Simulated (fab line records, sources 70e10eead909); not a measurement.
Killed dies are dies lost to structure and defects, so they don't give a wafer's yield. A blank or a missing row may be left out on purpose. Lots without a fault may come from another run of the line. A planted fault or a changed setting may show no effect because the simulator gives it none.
Which tool did it? | flow nand_harc | 13 lots, 39 wafers sampled, at 5 steps of a route of 1302

WHAT THE GAUGES READ, wafer by wafer
NHARC_END_SORT_01. Usual: killed_at_array 62, standard deviation 18; killed_at_other 0.9, standard deviation 1.2; killed_at_periphery 4.2, standard deviation 2.9; killed_dies 67, standard deviation 17; killed_open 3.6, standard deviation 1.9; killed_short 2.5, standard deviation 1.6.
lot  | measured     | on        | killed_at_array | killed_at_other | killed_at_periphery | killed_dies | killed_open | killed_short | flag
L848 | day 25 18:50 | prober-01 | 65 63 65        | 0 1 1           | 6 7 2               | 71 71 68    | 1 5 4       | 2 0 1        |
L849 | day 26 10:55 | prober-02 | 49 54 59        | 0 0 0           | 6 9 3               | 55 63 62    | 5 3 3       | 5 0 3        |
L851 | day 26 18:41 | prober-02 | 73 75 71        | 1 1 0           | 13 9 9              | 87 85 80    | 3 6 5       | 4 2 4        |
L853 | day 26 18:09 | prober-01 | 69 80 67        | 1 0 0           | 3 3 5               | 73 83 72    | 5 4 9       | 4 2 1        |
L855 | day 27 00:48 | prober-02 | 80 93 89        | 0 0 0           | 4 1 4               | 84 94 93    | 2 3 6       | 2 0 4        |
L861 | day 28 18:57 | prober-01 | 71 80 67        | 0 0 0           | 7 7 6               | 78 87 73    | 2 3 2       | 3 2 2        |
L863 | day 29 04:18 | prober-02 | 85 83 100       | 1 1 1           | 4 3 6               | 90 87 107   | 4 3 4       | 1 3 2        |
L864 | day 29 12:02 | prober-01 | 28 31 33        | 0 0 0           | 5 7 8               | 33 38 41    | 1 1 6       | 4 1 3        |
L866 | day 30 15:34 | prober-02 | 54 61 59        | 5 1 2           | 8 9 4               | 67 71 65    | 4 7 7       | 1 3 5        |
L865 | day 30 13:56 | prober-01 | 73 72 81        | 0 0 3           | 3 5 6               | 76 77 90    | 6 7 7       | 4 2 0        |
L868 | day 31 21:50 | prober-01 | 86 97 104       | 0 2 1           | 3 1 6               | 89 100 111  | 2 1 4       | 5 1 2        |
L870 | day 32 09:54 | prober-01 | 41 46 42        | 1 0 1           | 0 1 4               | 42 47 47    | 6 2 3       | 0 3 2        |
L871 | day 32 19:26 | prober-02 | 55 68 60        | 1 1 2           | 2 3 5               | 58 72 67    | 1 2 6       | 4 5 6        |

WHICH TOOL RAN EACH LOT (tool, then ch and the chambers of the sampled wafers, then the start)
lot  | NHARC_A_CONTACT_ETCH_129             | NHARC_A_CONTACT_ETCH_130             | NHARC_A_CONTACT_SOFTBAKE_03       | NHARC_A_CONTACT_ETCH_88
L848 | har_cap_etch-02 ch 0,1, day 21 01:20 | har_cap_etch-02 ch 0,1, day 21 01:31 | litho_track-06 ch 0, day 21 08:00 | rie_diel-01 ch 0,1,2, day 21 09:46
L849 | har_cap_etch-03 ch 0,1, day 21 09:45 | har_cap_etch-03 ch 0,1, day 21 09:59 | litho_track-06 ch 0, day 21 16:00 | rie_diel-02 ch 2,3, day 21 16:43
L851 | har_cap_etch-03 ch 0,1, day 23 07:41 | har_cap_etch-03 ch 0,1, day 23 07:55 | litho_track-04 ch 0, day 23 12:00 | rie_diel-02 ch 0,3, day 23 13:43
L853 | har_cap_etch-02 ch 0,1, day 23 09:07 | har_cap_etch-02 ch 0,1, day 23 09:17 | litho_track-04 ch 0, day 23 17:00 | rie_diel-02 ch 1,2,3, day 23 18:41
L855 | har_cap_etch-01 ch 0,1, day 24 11:54 | har_cap_etch-01 ch 0,1, day 24 12:05 | litho_track-04 ch 0, day 24 19:00 | rie_diel-02 ch 0,1,2, day 24 20:02
L861 | har_cap_etch-02 ch 0,1, day 26 08:11 | har_cap_etch-02 ch 0,1, day 26 08:22 | litho_track-01 ch 0, day 26 13:00 | rie_diel-02 ch 0,1,2, day 26 14:34
L863 | har_cap_etch-03 ch 0,1, day 26 17:31 | har_cap_etch-03 ch 0,1, day 26 17:42 | litho_track-01 ch 0, day 26 22:00 | rie_diel-02 ch 0,3, day 26 22:53
L864 | har_cap_etch-01 ch 0,1, day 27 00:25 | har_cap_etch-01 ch 0,1, day 27 00:35 | litho_track-01 ch 0, day 27 05:00 | rie_diel-02 ch 0,1,3, day 27 05:47
L866 | har_cap_etch-02 ch 0,1, day 28 07:14 | har_cap_etch-02 ch 0,1, day 28 07:25 | litho_track-04 ch 0, day 28 12:00 | rie_diel-02 ch 1,2,3, day 28 13:32
L865 | har_cap_etch-03 ch 0,1, day 28 09:22 | har_cap_etch-03 ch 0,1, day 28 09:32 | litho_track-04 ch 0, day 28 15:00 | rie_diel-02 ch 1,2, day 28 15:50
L868 | har_cap_etch-02 ch 0,1, day 29 10:44 | har_cap_etch-02 ch 0,1, day 29 10:55 | litho_track-04 ch 0, day 29 17:00 | rie_diel-02 ch 2,3, day 29 18:32
L870 | har_cap_etch-02 ch 0,1, day 30 00:29 | har_cap_etch-02 ch 0,1, day 30 00:40 | litho_track-04 ch 0, day 30 06:00 | rie_diel-02 ch 1,2,3, day 30 07:35
L871 | har_cap_etch-03 ch 0,1, day 30 12:02 | har_cap_etch-03 ch 0,1, day 30 12:13 | litho_track-06 ch 0, day 30 16:00 | rie_diel-02 ch 0,1,3, day 30 17:51
- NHARC_A_CONTACT_ETCH_129: etches the open film in C4F8/O2/Ar, time 197 s, target depth 1918 nm.
- NHARC_A_CONTACT_ETCH_130: etches the open film in C4F8/O2/Ar, time 197 s, target depth 1918 nm.
- NHARC_A_CONTACT_SOFTBAKE_03: time 55 s.
- NHARC_A_CONTACT_ETCH_88: etches the open film in CF4, target depth 39 nm, time 65 s.

WHAT THE TOOLS THEMSELVES READ (means of the sampled wafers that have a number; where no wafer has one, the mark that the record gives instead)
NHARC_A_CONTACT_SOFTBAKE_03. Usual: chill_plate_temp_C 22.99 C, standard deviation 0.091; heater_power_total_W 188.47 W, standard deviation 0.14.
lot  | tool           | chill_plate_temp_C (C) | heater_power_total_W (W) | flag
L848 | litho_track-06 | 22.96                  | 188.38                   |
L849 | litho_track-06 | 23.02                  | 188.54                   |
L851 | litho_track-04 | 22.90                  | 188.45                   |
L853 | litho_track-04 | 22.97                  | 323.12                   | OFF
L855 | litho_track-04 | 22.98                  | 323.16                   | OFF
L861 | litho_track-01 | 22.87                  | 188.54                   |
L863 | litho_track-01 | 23.03                  | 188.55                   |
L864 | litho_track-01 | 22.96                  | 188.47                   |
L866 | litho_track-04 | 23.00                  | 188.36                   |
L865 | litho_track-04 | 23.03                  | 188.35                   |
L868 | litho_track-04 | 23.12                  | 188.53                   |
L870 | litho_track-04 | 23.08                  | 188.56                   |
L871 | litho_track-06 | 23.07                  | 188.43                   |

NHARC_A_CONTACT_ETCH_88. Usual: drypump_motor_current_A 5.7 A, standard deviation 0.37; oes_product_au 0.998 a.u., standard deviation 0.0082; rf_vpp_V 150.5 V, standard deviation 1.1; showerhead_plenum_p_Torr 1.71 Torr, standard deviation 0.052; throttle_valve_pct 13.283 %, standard deviation 0.0086.
lot  | tool        | drypump_motor_current_A (A) | oes_product_au (a.u.) | rf_vpp_V (V) | showerhead_plenum_p_Torr (Torr) | throttle_valve_pct (%) | flag
L848 | rie_diel-01 | 5.5                         | 0.999                 | 151.2        | 1.74                            | 13.278                 |
L849 | rie_diel-02 | 5.7                         | 0.989                 | 150.4        | 1.71                            | 13.280                 |
L851 | rie_diel-02 | 5.8                         | 0.990                 | 150.7        | 1.67                            | 13.274                 |
L853 | rie_diel-02 | 5.8                         | 1.000                 | 150.9        | 1.71                            | 13.286                 |
L855 | rie_diel-02 | 5.8                         | 1.009                 | 150.4        | 1.68                            | 13.278                 |
L861 | rie_diel-02 | 5.7                         | 1.005                 | 149.7        | 1.68                            | 13.285                 |
L863 | rie_diel-02 | 5.8                         | 0.992                 | 151.1        | 1.69                            | 13.275                 |
L864 | rie_diel-02 | 5.9                         | 0.997                 | 150.7        | 1.69                            | 13.280                 |
L866 | rie_diel-02 | 5.8                         | 0.997                 | 150.2        | 1.70                            | 13.281                 |
L865 | rie_diel-02 | 5.9                         | 1.000                 | 150.0        | 1.70                            | 13.287                 |
L868 | rie_diel-02 | 5.5                         | 0.992                 | 149.2        | 1.70                            | 13.280                 |
L870 | rie_diel-02 | 5.8                         | 1.006                 | 149.9        | 1.70                            | 13.286                 |
L871 | rie_diel-02 | 5.9                         | 0.994                 | 149.4        | 1.68                            | 13.280                 |

THE ANSWER, worked out from the rows above alone
Rule: a lot is off if the mean of its wafers that have a number lies more than 3 standard deviations from the usual mean. A lot without any number at a reading at which 4 lots or more have one is off too. The other lots that the step has rows for count as sound. The gauges are gone through in route order, then the tools' own readings, and for those a lot's mean is taken as printed above. The first step at which some lot is off is used, and at that step the reading that is off furthest; a lot without a number counts as furthest.
Off: L853, L855, at NHARC_A_CONTACT_SOFTBAKE_03 (heater_power_total_W).
A tool fits if, at that step or a process step before it, it ran every lot that is off, and no sound lot after the first of them. None of those tried fits.

WHAT THE SIMULATOR HAD PUT IN
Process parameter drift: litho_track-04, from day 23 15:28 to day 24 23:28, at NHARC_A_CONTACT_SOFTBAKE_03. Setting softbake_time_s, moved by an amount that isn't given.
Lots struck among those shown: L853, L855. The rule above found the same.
